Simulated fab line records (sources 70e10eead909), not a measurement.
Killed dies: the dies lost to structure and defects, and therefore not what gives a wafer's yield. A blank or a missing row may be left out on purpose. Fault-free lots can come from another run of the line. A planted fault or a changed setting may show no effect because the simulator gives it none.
fab line records ; flow nand-harc ; part 1 of 2: steps 1 to 33 of 46
record lots=5; wafers=15; last-day=24
route steps=1159 shown P_BONDPAD@381 A_START@389 A_ZERO_WELL@390 A_SOURCE_PLATE@413 A_ONON_D1@424
lots that met no fault: taken from a fault-free run of the same line
start-h: start of the lot's first displayed wafer, in hours after the record's first day ; wait-h: time in hours since the lot's previous step ; " as in the row above ; L1.1+2: several wafers, shown together as one row ; - either no value or no given start ; * or withheld: withheld ; < > ~ a bound
route shown NAME@n: names a module that has steps shown in the file, with the first one's number in the route ; usual: average and standard deviation across the fault-free wafers ; same: alike in all rows ; chamber/n: place in a boat ; sites: per-site readings ; _std_site: standard deviation of those values ; _edge_site: inner sites' mean taken away from outer sites' mean ; radius-mm: for every site, how far away it sits from the centre of the wafer ; mask NAME#n: copy n ; behind: tool/chamber where the wafer was last shaped ; hold: what put the lot on hold/how long, in hours/how the hold closed ; device: names the non-switching transistor (n, p or np) ; end of line: the route-end tests of the same wafers ; a step given without rows: its recipe and nothing more ; killed: not the wafer's yield, but the dies lost to structure and defects at the first sort ; map: shows each die of a wafer: x if killed, . if not, _ if none is there
set.NAME: the setting that was run; set.NAME@STEP: the one run at that earlier step ; model.NAME: the simulator's own value behind a step, which no gauge read
a table for each step, a row for each wafer; lots at some steps of the route
services: the hour from which a tool's chamber was out of use, counted from the record's first day as start-h (under 0 if before that day), plus the number of hours and why
## steps
# step NHARC_P_BONDPAD_THK_MEAS_20
# recipe thk-meas-gauge=xrf
# usual thk-nm=160.7/1.7
lot.wafer;tool;chamber;start-h;wait-h;thk-nm
L080.2;film-metro-02;-;160.01;-;159.9
L080.4;film-metro-02;-;160.01;-;160.3
L080.5;film-metro-02;-;160.01;-;160.1
L088.1;film-metro-01;-;211.64;-;161.5
L088.2;film-metro-01;-;211.64;-;163.3
L088.6;film-metro-01;-;211.64;-;161.7
L094.2;film-metro-01;-;253.20;-;156.9
L094.4;film-metro-01;-;253.20;-;159.8
L094.5;film-metro-01;-;253.20;-;160.7
L095.1;film-metro-02;-;257.65;-;158.0
L095.3;film-metro-02;-;257.65;-;159.0
L095.5;film-metro-02;-;257.65;-;160.8
L097.1;film-metro-02;-;273.10;-;157.4
L097.2;film-metro-02;-;273.10;-;157.0
L097.6;film-metro-02;-;273.10;-;161.9
# step NHARC_P_BONDPAD_SRD_21
# recipe time-s=30; temp-c=23; dry-time-s=20; spin-rpm=1500
# same time-s=30
lot.wafer;tool;chamber;start-h;wait-h
L080.4+2+5;wet-bench-08;5,6,7;160.05;0.0
L088.2+6+1;wet-bench-08;2,6,7;211.68;0.0
L094.2+4+5;wet-bench-08;7,1,2;253.25;0.0
L095.5+1+3;wet-bench-08;5,6,1;257.69;0.0
L097.6+2+1;wet-bench-10;2,4,7;273.14;0.0
# step NHARC_P_BONDPAD_INSPECT_23
# usual raw-defect-count=306/110
lot.wafer;tool;chamber;start-h;wait-h;raw-defect-count
L080.2;defect-inspect-02;-;160.21;0.0;373
L080.4;defect-inspect-02;-;160.21;0.0;323
L080.5;defect-inspect-02;-;160.21;0.0;483
L088.1;defect-inspect-01;-;211.86;0.0;285
L088.2;defect-inspect-01;-;211.86;0.0;145
L088.6;defect-inspect-01;-;211.86;0.0;154
L094.2;defect-inspect-01;-;253.42;0.0;223
L094.4;defect-inspect-01;-;253.42;0.0;227
L094.5;defect-inspect-01;-;253.42;0.0;318
L095.1;defect-inspect-02;-;257.87;0.1;433
L095.3;defect-inspect-02;-;257.87;0.1;547
L095.5;defect-inspect-02;-;257.87;0.1;329
L097.1;defect-inspect-02;-;273.32;0.0;191
L097.2;defect-inspect-02;-;273.32;0.0;248
L097.6;defect-inspect-02;-;273.32;0.0;321
# step NHARC_P_BONDPAD_ACTIVATE_29
# recipe time-s=60; n2-flow-sccm=200; ar-flow-sccm=0; bias-power-w=0; chemistry=N2
# usual drypump-motor-current-A=6.0/0.45; oes-product-au=1.000/0.0097; rf-vpp-V=63.8/0.95; showerhead-plenum-p-Torr=1.73/0.074
# same time-s=60
lot.wafer;tool;chamber;start-h;wait-h;drypump-motor-current-A;oes-product-au;rf-hours-counter-h;rf-vpp-V;showerhead-plenum-p-Torr
L080.4;rie-diel-12;1;160.28;0.1;5.9;0.986;41;62.3;1.69
L080.2;rie-diel-12;3;160.28;0.1;6.5;0.983;41;63.6;1.86
L080.5;rie-diel-12;0;160.28;0.1;5.7;1.009;-;65.0;1.74
L088.1;rie-diel-12;2;211.92;0.1;6.3;1.010;0;65.0;1.84
L088.2;rie-diel-12;3;211.92;0.1;6.5;0.990;0;64.2;1.86
L088.6;rie-diel-12;3;211.92;0.1;6.4;0.986;-;64.0;1.86
L094.2;rie-diel-04;3;253.50;0.1;5.8;0.992;13;63.1;1.65
L094.4;rie-diel-04;1;253.50;0.1;6.7;0.996;13;63.7;1.77
L094.5;rie-diel-04;3;253.50;0.1;5.8;0.992;-;63.9;1.65
L095.1;rie-diel-03;1;257.93;0.1;6.0;0.997;13;63.5;1.70
L095.3;rie-diel-03;2;257.93;0.1;5.6;1.009;12;63.5;1.67
L095.5;rie-diel-03;2;257.93;0.1;5.6;1.009;-;64.1;1.67
L097.1;rie-diel-04;1;273.38;0.1;6.7;0.988;15;64.2;1.77
L097.2;rie-diel-04;3;273.38;0.1;5.8;0.989;15;63.2;1.65
L097.6;rie-diel-04;1;273.38;0.1;6.7;0.982;-;64.8;1.77
# step NHARC_P_BONDPAD_PRECLEAN_30
# recipe time-s=300; temp-c=23; chemistry=DIW
# same time-s=300
lot.wafer;tool;chamber;start-h;wait-h
L080.4+2+5;wet-bench-08;4,5,7;160.45;0.2
L088.1+6+2;wet-bench-08;3,5,6;212.10;0.2
L094.2+4+5;wet-bench-08;4,6,0;253.66;0.1
L095.5+1+3;wet-bench-10;7,0,1;258.12;0.1
L097.1+6+2;wet-bench-10;1,3,4;273.60;0.2
# step NHARC_P_BONDPAD_SRD_31
# recipe time-s=30; temp-c=23; dry-time-s=20; spin-rpm=1500
# same time-s=30
lot.wafer;tool;chamber;start-h;wait-h
L080.4+2+5;wet-bench-08;4,5,7;-;-
L088.1+6+2;wet-bench-08;3,5,6;-;-
L094.2+4+5;wet-bench-08;4,6,0;-;-
L095.5+1+3;wet-bench-10;7,0,1;-;-
L097.1+6+2;wet-bench-10;1,3,4;-;-
# step NHARC_A_START_INSPECT_01
# usual raw-defect-count=3.6/1.9
lot.wafer;tool;chamber;start-h;wait-h;raw-defect-count
L080.2;defect-inspect-02;-;160.68;-;1
L080.4;defect-inspect-02;-;160.68;-;3
L080.5;defect-inspect-02;-;160.68;-;5
L088.1;defect-inspect-02;-;212.33;-;4
L088.2;defect-inspect-02;-;212.33;-;6
L088.6;defect-inspect-02;-;212.33;-;3
L094.2;defect-inspect-02;-;253.91;-;2
L094.4;defect-inspect-02;-;253.91;-;4
L094.5;defect-inspect-02;-;253.91;-;1
L095.1;defect-inspect-02;-;258.33;-;2
L095.3;defect-inspect-02;-;258.33;-;4
L095.5;defect-inspect-02;-;258.33;-;4
L097.1;defect-inspect-01;-;273.82;-;2
L097.2;defect-inspect-01;-;273.82;-;2
L097.6;defect-inspect-01;-;273.82;-;3
# step NHARC_A_ZERO_WELL_PRECLEAN_00
# recipe time-s=600; temp-c=120; chemistry=SPM
# same time-s=600
lot.wafer;tool;chamber;start-h;wait-h
L080.2+4+5;wet-bench-07;5,6,1;160.76;0.1
L088.1+2+6;wet-bench-01;0,3,5;212.42;0.1
L094.2+5+4;wet-bench-07;7,0,1;254.01;0.1
L095.1+3+5;wet-bench-07;7,1,4;258.42;0.1
L097.1+6+2;wet-bench-03;2,3,4;273.91;0.1
# step NHARC_A_ZERO_WELL_SRD_01
lot.wafer;tool;chamber;start-h;wait-h
L080.2+4+5;wet-bench-07;5,6,1;-;-
L088.1+2+6;wet-bench-01;0,3,5;-;-
L094.2+5+4;wet-bench-07;7,0,1;-;-
L095.1+3+5;wet-bench-07;7,1,4;-;-
L097.1+6+2;wet-bench-03;2,3,4;-;-
# step NHARC_A_ZERO_WELL_DEHYDRATE_02
# recipe temp-c=150; time-s=120
# same time-s=120
lot.wafer;tool;chamber;start-h;wait-h
L080.2+4+5;litho-track-03;0;161.07;-
L088.1+2+6;litho-track-07;0;212.73;-
L094.2+4+5;litho-track-03;0;254.31;-
L095.1+3+5;litho-track-03;0;258.73;-
L097.1+2+6;litho-track-07;0;274.22;-
# step NHARC_A_ZERO_WELL_HMDS_03
# recipe time-s=30
# same time-s=30
lot.wafer;tool;chamber;start-h;wait-h
L080.2+4+5;litho-track-03;0;-;-
L088.1+2+6;litho-track-07;0;-;-
L094.2+4+5;litho-track-03;0;-;-
L095.1+3+5;litho-track-03;0;-;-
L097.1+2+6;litho-track-07;0;-;-
# step NHARC_A_ZERO_WELL_COAT_18
# recipe temp-c=200; time-s=65
# same time-s=65
lot.wafer;tool;chamber;start-h;wait-h
L080.2+4+5;litho-track-03;0;-;-
L088.1+2+6;litho-track-07;0;-;-
L094.2+4+5;litho-track-03;0;-;-
L095.1+3+5;litho-track-03;0;-;-
L097.1+2+6;litho-track-07;0;-;-
# step NHARC_A_ZERO_WELL_COAT_04
# recipe spin-rpm=2000; resist-thk-nm=600
lot.wafer;tool;chamber;start-h;wait-h
L080.2+4+5;litho-track-03;0;-;-
L088.1+2+6;litho-track-07;0;-;-
L094.2+4+5;litho-track-03;0;-;-
L095.1+3+5;litho-track-03;0;-;-
L097.1+2+6;litho-track-07;0;-;-
# step NHARC_A_ZERO_WELL_SOFTBAKE_05
# recipe temp-c=125; time-s=70
# same time-s=70
lot.wafer;tool;chamber;start-h;wait-h
L080.2+4+5;litho-track-03;0;-;-
L088.1+2+6;litho-track-07;0;-;-
L094.2+4+5;litho-track-03;0;-;-
L095.1+3+5;litho-track-03;0;-;-
L097.1+2+6;litho-track-07;0;-;-
# step NHARC_A_ZERO_WELL_EBR_06
lot.wafer;tool;chamber;start-h;wait-h
L080.2+4+5;litho-track-03;0;-;-
L088.1+2+6;litho-track-07;0;-;-
L094.2+4+5;litho-track-03;0;-;-
L095.1+3+5;litho-track-03;0;-;-
L097.1+2+6;litho-track-07;0;-;-
# step NHARC_A_ZERO_WELL_EXPOSE_07
# recipe na=0.55; dose-mj=33.85; mask-id=A_ZERO
# same na=0.55
lot.wafer;tool;chamber;start-h;wait-h;mask
L080.2+4+5;krf-scanner-04;0;161.37;-;A_ZERO#0
L088.1+2+6;krf-scanner-01;0;213.02;-;A_ZERO#0
L094.2+4+5;krf-scanner-01;0;254.64;-;A_ZERO#0
L095.1+3+5;krf-scanner-04;0;259.02;-;A_ZERO#0
L097.1+2+6;krf-scanner-04;0;274.38;-;A_ZERO#0
# step NHARC_A_ZERO_WELL_PEB_08
# recipe peb-temp-c=128; peb-time-s=80
lot.wafer;tool;chamber;start-h;wait-h
L080.2+4+5;litho-track-05;0;161.43;0.1
L088.1+2+6;litho-track-07;0;213.09;0.1
L094.2+4+5;litho-track-05;0;254.70;0.1
L095.1+3+5;litho-track-05;0;259.08;0.1
L097.1+2+6;litho-track-07;0;274.45;0.1
# step NHARC_A_ZERO_WELL_DEVELOP_09
# recipe time-s=50; dev-temp-c=22
# same time-s=50
lot.wafer;tool;chamber;start-h;wait-h
L080.2+4+5;litho-track-05;0;-;-
L088.1+2+6;litho-track-07;0;-;-
L094.2+4+5;litho-track-05;0;-;-
L095.1+3+5;litho-track-05;0;-;-
L097.1+2+6;litho-track-07;0;-;-
# step NHARC_A_ZERO_WELL_CD_MEAS_10
# recipe target-cd-nm=2000; landing-energy-ev=500
# usual cd-nm=2000.6/1.8
lot.wafer;tool;chamber;start-h;wait-h;cd-nm
L080.2;cd-sem-03;0;161.52;-;2000.2
L080.4;cd-sem-03;0;161.52;-;1999.0
L080.5;cd-sem-03;0;161.52;-;2000.6
L088.1;cd-sem-03;0;213.17;-;2002.7
L088.2;cd-sem-03;0;213.17;-;2000.4
L088.6;cd-sem-03;0;213.17;-;2000.8
L094.2;cd-sem-02;0;254.79;-;2000.3
L094.4;cd-sem-02;0;254.79;-;1998.7
L094.5;cd-sem-02;0;254.79;-;1999.8
L095.1;cd-sem-01;0;259.17;-;1997.6
L095.3;cd-sem-01;0;259.17;-;1997.1
L095.5;cd-sem-01;0;259.17;-;1995.8
L097.1;cd-sem-02;0;274.54;-;2001.5
L097.2;cd-sem-02;0;274.54;-;1997.1
L097.6;cd-sem-02;0;274.54;-;1998.4
# step NHARC_A_ZERO_WELL_HARDBAKE_11
# recipe temp-c=118; time-s=65
# same time-s=65
lot.wafer;tool;chamber;start-h;wait-h
L080.2+4+5;litho-track-07;0;161.60;-
L088.1+2+6;litho-track-07;0;213.25;-
L094.2+4+5;litho-track-05;0;254.87;-
L095.1+3+5;litho-track-05;0;259.25;-
L097.1+2+6;litho-track-05;0;274.62;-
# step NHARC_A_ZERO_WELL_DESCUM_12
# recipe time-s=3; o2-flow-sccm=200; ar-flow-sccm=0; bias-power-w=0; chemistry=O2
# usual drypump-motor-current-A=5.75/0.28; o2-flow-sccm=199.9/0.57; oes-product-au=1.002/0.0083; rf-vpp-V=57.6/0.88; showerhead-plenum-p-Torr=1.89/0.082; throttle-valve-pct=11.313/0.0093
# same time-s=3
lot.wafer;tool;chamber;start-h;wait-h;drypump-motor-current-A;o2-flow-sccm;oes-product-au;rf-hours-counter-h;rf-vpp-V;showerhead-plenum-p-Torr;throttle-valve-pct
L080.4;rie-diel-10;2;161.67;-;6.34;198.7;0.997;18;57.2;2.01;11.320
L080.2;rie-diel-10;3;161.67;-;5.73;200.4;1.012;14;58.0;1.88;11.312
L080.5;rie-diel-10;2;161.67;-;6.34;199.7;1.004;-;57.1;2.01;11.305
L088.1;rie-diel-07;1;213.34;-;5.64;200.3;0.998;9;57.5;2.01;11.321
L088.2;rie-diel-07;2;213.34;-;5.56;199.5;1.008;10;57.4;1.88;11.305
L088.6;rie-diel-07;0;213.34;-;5.63;199.6;1.002;-;58.7;1.82;11.305
L094.4;rie-diel-10;3;254.96;-;5.80;200.6;1.012;8;58.2;1.88;11.315
L094.2;rie-diel-10;1;254.96;-;5.76;200.2;1.001;6;56.5;1.87;11.304
L094.5;rie-diel-10;3;254.96;-;5.82;200.4;1.011;-;58.5;1.88;11.305
L095.1;rie-diel-10;2;259.33;-;6.36;199.8;1.003;7;57.1;2.00;11.318
L095.3;rie-diel-10;3;259.33;-;5.78;201.6;0.998;8;58.2;1.88;11.313
L095.5;rie-diel-10;3;259.33;-;5.78;200.2;1.019;-;58.5;1.88;11.305
L097.1;rie-diel-07;3;274.69;-;5.90;200.9;1.019;3;56.7;1.80;11.320
L097.2;rie-diel-07;1;274.69;-;5.61;199.7;0.997;3;59.5;2.01;11.318
L097.6;rie-diel-07;0;274.69;-;5.65;199.7;1.024;-;59.1;1.82;11.335
# step NHARC_A_ZERO_WELL_ETCH_19
# recipe target-depth-a=800; overetch-a=240; time-s=87.88; ion-energy-ev=200; n2-flow-sccm=150; h2-flow-sccm=150; ar-flow-sccm=0; rf-w=400; bias-w=150; chemistry=N2/H2
# usual drypump-motor-current-A=5.75/0.28; oes-product-au=1.001/0.0085; rf-vpp-V=429.7/2.4; showerhead-plenum-p-Torr=2.01/0.089; throttle-valve-pct=14.171/0.0089
# same time-s=87.88
lot.wafer;tool;chamber;start-h;wait-h;drypump-motor-current-A;oes-product-au;rf-hours-counter-h;rf-vpp-V;showerhead-plenum-p-Torr;throttle-valve-pct
L080.2;rie-diel-10;3;161.76;0.1;5.82;0.993;14;428.8;2.00;14.178
L080.4;rie-diel-10;0;161.76;0.1;5.77;0.990;17;426.8;1.90;14.173
L080.5;rie-diel-10;2;161.76;0.1;6.34;0.992;-;433.5;2.14;14.161
L088.2;rie-diel-07;0;213.43;0.1;5.63;1.001;9;427.9;1.94;14.180
L088.1;rie-diel-07;1;213.43;0.1;5.63;0.997;9;431.8;2.15;14.177
L088.6;rie-diel-07;0;213.43;0.1;5.67;1.008;-;428.1;1.94;14.171
L094.4;rie-diel-10;3;255.04;0.1;5.80;1.009;8;429.4;2.00;14.164
L094.2;rie-diel-10;1;255.04;0.1;5.72;0.993;6;429.5;1.99;14.181
L094.5;rie-diel-10;3;255.04;0.1;5.80;1.006;-;429.2;2.00;14.164
L095.3;rie-diel-10;3;259.41;0.1;5.78;1.008;8;429.1;2.00;14.180
L095.1;rie-diel-10;2;259.41;0.1;6.35;1.004;7;432.6;2.14;14.192
L095.5;rie-diel-10;3;259.41;0.1;5.76;1.008;-;429.2;2.00;14.165
L097.1;rie-diel-07;0;274.78;0.1;5.65;1.010;3;430.0;1.93;14.176
L097.2;rie-diel-07;2;274.78;0.1;5.61;1.003;3;430.6;2.00;14.166
L097.6;rie-diel-07;0;274.78;0.1;5.64;1.017;-;428.0;1.93;14.188
# step NHARC_A_ZERO_WELL_ETCH_13
# recipe target-depth-a=1200; time-s=40.1; hbr-flow-sccm=150; cl2-flow-sccm=50; rf-w=400; icp-w=400; bias-w=100; chemistry=HBr/Cl2
# usual drypump-motor-current-A=5.8/0.54; oes-product-au=0.999/0.0099; throttle-valve-pct=26.407/0.0097
# same time-s=40.1
lot.wafer;tool;chamber;start-h;wait-h;drypump-motor-current-A;oes-product-au;rf-hours-counter-h;throttle-valve-pct
L080.4;rie-si-06;2;161.90;-;5.6;0.985;1.1;26.397
L080.2;rie-si-06;3;161.90;-;6.1;0.988;1.2;26.398
L080.5;rie-si-06;0;161.90;-;5.9;0.989;-;26.384
L088.2;rie-si-06;3;213.56;-;6.1;0.993;0.1;26.415
L088.1;rie-si-06;0;213.56;-;5.9;0.997;0.1;26.385
L088.6;rie-si-06;2;213.56;-;5.6;0.988;-;26.410
L094.4;rie-si-04;2;255.15;-;5.3;1.012;1.2;26.415
L094.2;rie-si-04;1;255.15;-;6.6;0.982;1.3;26.400
L094.5;rie-si-04;3;255.15;-;5.1;1.011;-;26.417
L095.3;rie-si-06;2;259.53;-;5.5;1.000;0.5;26.398
L095.1;rie-si-06;3;259.53;-;6.1;0.985;0.4;26.417
L095.5;rie-si-06;2;259.53;-;5.5;0.992;-;26.411
L097.1;rie-si-01;2;274.91;-;6.3;1.008;1.1;26.401
L097.2;rie-si-01;3;274.91;-;5.7;1.005;1.2;26.421
L097.6;rie-si-01;1;274.91;-;5.9;1.009;-;26.396
# step NHARC_A_ZERO_WELL_STRIP_14
# recipe time-s=900; temp-c=130; chemistry=SPM
# same time-s=900
lot.wafer;tool;chamber;start-h;wait-h
L080.5+2+4;wet-bench-03;6,0,1;162.04;-
L088.6+2+1;wet-bench-07;2,5,6;213.70;-
L094.2+4+5;wet-bench-01;2,4,7;255.30;-
L095.5+1+3;wet-bench-01;0,2,5;259.68;-
L097.1+6+2;wet-bench-03;5,6,7;275.06;-
# step NHARC_A_ZERO_WELL_IMPLANT_15
# recipe energy-kev=150; dose-cm2=1e+13; tilt-deg=7
# usual beam-energy-keV=150.00/0.054
lot.wafer;tool;chamber;start-h;wait-h;beam-energy-keV
L080.2;implanter-02;0;162.46;0.1;150.01
L080.4;implanter-02;0;162.46;0.1;149.92
L080.5;implanter-02;0;162.46;0.1;150.00
L088.1;implanter-02;0;214.12;0.1;149.96
L088.2;implanter-02;0;214.12;0.1;149.97
L088.6;implanter-02;0;214.12;0.1;149.93
L094.2;implanter-02;0;255.89;0.2;149.96
L094.4;implanter-02;0;255.89;0.2;149.98
L094.5;implanter-02;0;255.89;0.2;150.00
L095.1;implanter-02;0;260.09;0.1;150.02
L095.3;implanter-02;0;260.09;0.1;149.96
L095.5;implanter-02;0;260.09;0.1;150.03
L097.1;implanter-02;0;275.45;0.1;150.01
L097.2;implanter-02;0;275.45;0.1;150.10
L097.6;implanter-02;0;275.45;0.1;149.96
# step NHARC_A_ZERO_WELL_PRECLEAN_22
# recipe time-s=60; temp-c=50; bath-age-min=0; chemistry=SC1
# same time-s=60
lot.wafer;tool;chamber;start-h;wait-h
L080.2+5+4;wet-bench-07;2,3,5;162.65;0.2
L088.2+6+1;wet-bench-03;1,2,3;214.35;0.2
L094.2+5+4;wet-bench-01;3,6,0;256.07;0.2
L095.3+1+5;wet-bench-03;3,4,6;260.33;0.2
L097.2+6+1;wet-bench-01;0,3,4;275.66;0.2
# step NHARC_A_ZERO_WELL_SRD_23
lot.wafer;tool;chamber;start-h;wait-h
L080.2+5+4;wet-bench-07;2,3,5;-;-
L088.2+6+1;wet-bench-03;1,2,3;-;-
L094.2+5+4;wet-bench-01;3,6,0;-;-
L095.3+1+5;wet-bench-03;3,4,6;-;-
L097.2+6+1;wet-bench-01;0,3,4;-;-
# step NHARC_A_ZERO_WELL_RTA_16
# recipe temp-c=1000; time-s=10
# usual lamp-power-pct=30.92/0.15; wafer_temp_C_max=1004.5/0.84
# same time-s=10
lot.wafer;tool;chamber;start-h;wait-h;lamp-power-pct;wafer_temp_C_max
L080.2;rtp-anneal-01;0;162.80;-;30.80;1004.1
L080.4;rtp-anneal-01;0;162.80;-;30.81;1003.4
L080.5;rtp-anneal-01;0;162.80;-;30.83;1003.4
L088.1;rtp-anneal-01;0;214.47;-;30.79;1004.3
L088.2;rtp-anneal-01;0;214.47;-;30.85;1006.2
L088.6;rtp-anneal-01;0;214.47;-;30.83;1004.9
L094.2;rtp-anneal-01;0;256.24;-;30.85;1006.2
L094.4;rtp-anneal-01;0;256.24;-;30.80;1005.8
L094.5;rtp-anneal-01;0;256.24;-;30.75;1004.2
L095.1;rtp-anneal-01;0;260.46;-;30.77;1003.9
L095.3;rtp-anneal-01;0;260.46;-;30.85;1004.1
L095.5;rtp-anneal-01;0;260.46;-;30.81;1005.2
L097.1;rtp-anneal-02;0;275.80;-;31.07;1004.7
L097.2;rtp-anneal-02;0;275.80;-;31.07;1003.9
L097.6;rtp-anneal-02;0;275.80;-;31.04;1005.1
# step NHARC_A_ZERO_WELL_INSPECT_17
# usual raw-defect-count=11/5.6
lot.wafer;tool;chamber;start-h;wait-h;raw-defect-count
L080.2;defect-inspect-02;-;162.99;0.2;5
L080.4;defect-inspect-02;-;162.99;0.2;3
L080.5;defect-inspect-02;-;162.99;0.2;8
L088.1;defect-inspect-02;-;214.67;0.2;7
L088.2;defect-inspect-02;-;214.67;0.2;10
L088.6;defect-inspect-02;-;214.67;0.2;10
L094.2;defect-inspect-01;-;256.41;0.1;13
L094.4;defect-inspect-01;-;256.41;0.1;7
L094.5;defect-inspect-01;-;256.41;0.1;16
L095.1;defect-inspect-01;-;260.66;0.2;7
L095.3;defect-inspect-01;-;260.66;0.2;9
L095.5;defect-inspect-01;-;260.66;0.2;13
L097.1;defect-inspect-02;-;275.99;0.2;29
L097.2;defect-inspect-02;-;275.99;0.2;12
L097.6;defect-inspect-02;-;275.99;0.2;12
# step NHARC_A_SOURCE_PLATE_PRECLEAN_00
# recipe time-s=60; chemistry=HF-LAST
# same time-s=60
lot.wafer;tool;chamber;start-h;wait-h
L080.2+5+4;wet-bench-05;2,6,7;163.04;0.0
L088.2+1+6;wet-bench-04;7,1,3;214.72;0.0
L094.2+4+5;wet-bench-04;0,3,5;256.46;0.1
L095.5+1+3;wet-bench-05;3,6,7;260.71;0.0
L097.2+6+1;wet-bench-05;3,6,7;276.04;0.0
# step NHARC_A_SOURCE_PLATE_SRD_01
lot.wafer;tool;chamber;start-h;wait-h
L080.2+5+4;wet-bench-05;2,6,7;-;-
L088.2+1+6;wet-bench-04;7,1,3;-;-
L094.2+4+5;wet-bench-04;0,3,5;-;-
L095.5+1+3;wet-bench-05;3,6,7;-;-
L097.2+6+1;wet-bench-05;3,6,7;-;-
# step NHARC_A_SOURCE_PLATE_OXIDE_02
# recipe target-thk-a=100; temp-c=900; ox-time-s=1362; material=SiO2
lot.wafer;tool;chamber;start-h;wait-h
L080.2+4+5;furnace-02;0;166.35;-
L088.1+2+6;furnace-02;0;219.15;-
L094.2+4+5;furnace-02;0;259.59;-
L095.1+3+5;furnace-03;0;264.41;-
L097.1+2+6;furnace-02;0;281.21;-
# step NHARC_A_SOURCE_PLATE_THK_MEAS_09
# recipe thk-meas-gauge=ellipsometry
# usual thk-nm=9.8/0.99
lot.wafer;tool;chamber;start-h;wait-h;thk-nm
L080.2;film-metro-01;-;170.45;0.4;9.4
L080.4;film-metro-01;-;170.45;0.4;10.1
L080.5;film-metro-01;-;170.45;0.4;10.5
L088.1;film-metro-01;-;223.20;0.4;11.3
L088.2;film-metro-01;-;223.20;0.4;10.2
L088.6;film-metro-01;-;223.20;0.4;11.0
L094.2;film-metro-02;-;263.67;0.4;10.0
L094.4;film-metro-02;-;263.67;0.4;9.0
L094.5;film-metro-02;-;263.67;0.4;9.2
L095.1;film-metro-01;-;268.52;0.4;8.8
L095.3;film-metro-01;-;268.52;0.4;10.3
L095.5;film-metro-01;-;268.52;0.4;9.6
L097.1;film-metro-02;-;285.24;0.4;8.7
L097.2;film-metro-02;-;285.24;0.4;9.6
L097.6;film-metro-02;-;285.24;0.4;9.7
